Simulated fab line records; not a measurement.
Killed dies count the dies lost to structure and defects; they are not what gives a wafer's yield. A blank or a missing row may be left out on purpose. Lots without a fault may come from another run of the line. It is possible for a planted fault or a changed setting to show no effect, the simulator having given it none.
A struck lot beside a sound one | flow nand_harc | 18 steps out of a route of 1302
Sound: these wafers, L922.1, L922.2, L922.4. Struck: wafers L926.1, L926.2, L926.4. Last of all comes the cause.
At each step with rows: each side's tool, then ch and its chambers, then its first start. Under that, the readings that differ: sound wafers | struck wafers | difference of the means | sigmas: that difference in standard deviations of wafers without a fault.
alike: a reading whose means differ by less than 2 such deviations, as well as words and numbers matching on both sides. not compared: withheld readings; readings where some wafer has no value; bounds like >300 that might hide an equal value; numbers whose values overlap and for which the record gives no deviation.
Wherever a step has rows on one side only, a row that says differs or no value, or a row with sigmas, the two part there. Numbers that don't overlap but have no deviation are shown without sigmas and don't part them. A reading missing from all wafers of one side parts the sides only when that side holds two or more wafers.

first, 2 steps without rows for these wafers: NHARC_P_STI_SRD_39; NHARC_P_STI_OXIDE_40 (material SiO2, target thk 10 nm, ox time 1362 s).
NHARC_P_STI_INSPECT_25:
  struck on defect_inspect-02, day 10 14:29; sound on defect_inspect-02, day 9 06:38
  alike: raw_defect_count
then, 9 steps without rows for these wafers: NHARC_P_GATE_ETCH_69 (etches SiO2 in dHF, target depth 14 nm); NHARC_P_GATE_PRECLEAN_70 (cleans in SC1); NHARC_P_GATE_SRD_01; NHARC_P_GATE_OXIDE_02 (material SiO2, target thk 37.5 nm, ox time 365 s); NHARC_P_GATE_DEHYDRATE_03 (time 120 s); NHARC_P_GATE_HMDS_04 (time 30 s); NHARC_P_GATE_COAT_05; NHARC_P_GATE_SOFTBAKE_06 (time 95 s); NHARC_P_GATE_EBR_07.
NHARC_P_GATE_EXPOSE_08: exposes mask P HV.
  sound on krf_scanner-02 ch 0, day 9 14:56; struck on krf_scanner-02 ch 0, day 10 23:01
  reading              | sound                | struck               | difference | sigmas
  exposure_dose_mJ_cm2 | 16.752 16.759 16.777 | 21.798 21.809 21.829 | +5.049     | +99 or more
  alike: mask, focus_offset_nm
then, 2 steps without rows for these wafers: NHARC_P_GATE_PEB_09 (peb time 85 s); NHARC_P_GATE_DEVELOP_10 (time 70 s).
NHARC_P_GATE_CD_MEAS_11: target cd 1640 nm.
  sound on cd_sem-01 ch 0, day 9 15:06; struck on cd_sem-03 ch 0, day 10 23:11
  reading    | sound                | struck               | difference | sigmas
  cd_nm (nm) | 1641.4 1641.0 1640.7 | 1645.0 1643.6 1643.6 | +3.0       | +2
then, 1 step without rows for these wafers: NHARC_P_GATE_HARDBAKE_12 (time 80 s).
NHARC_END_SORT_01:
  the record has rows for the sound wafers here (prober-01 ch 0, day 29 00:16) and none for the struck ones

## WHERE THEY PART
At NHARC_P_GATE_EXPOSE_08 first; at NHARC_END_SORT_01 last (within this record only).

WHY: what the simulator had put in
Process parameter drift: krf_scanner-02, from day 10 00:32 on, at NHARC_P_GATE_EXPOSE_08. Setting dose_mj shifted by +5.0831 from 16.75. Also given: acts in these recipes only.
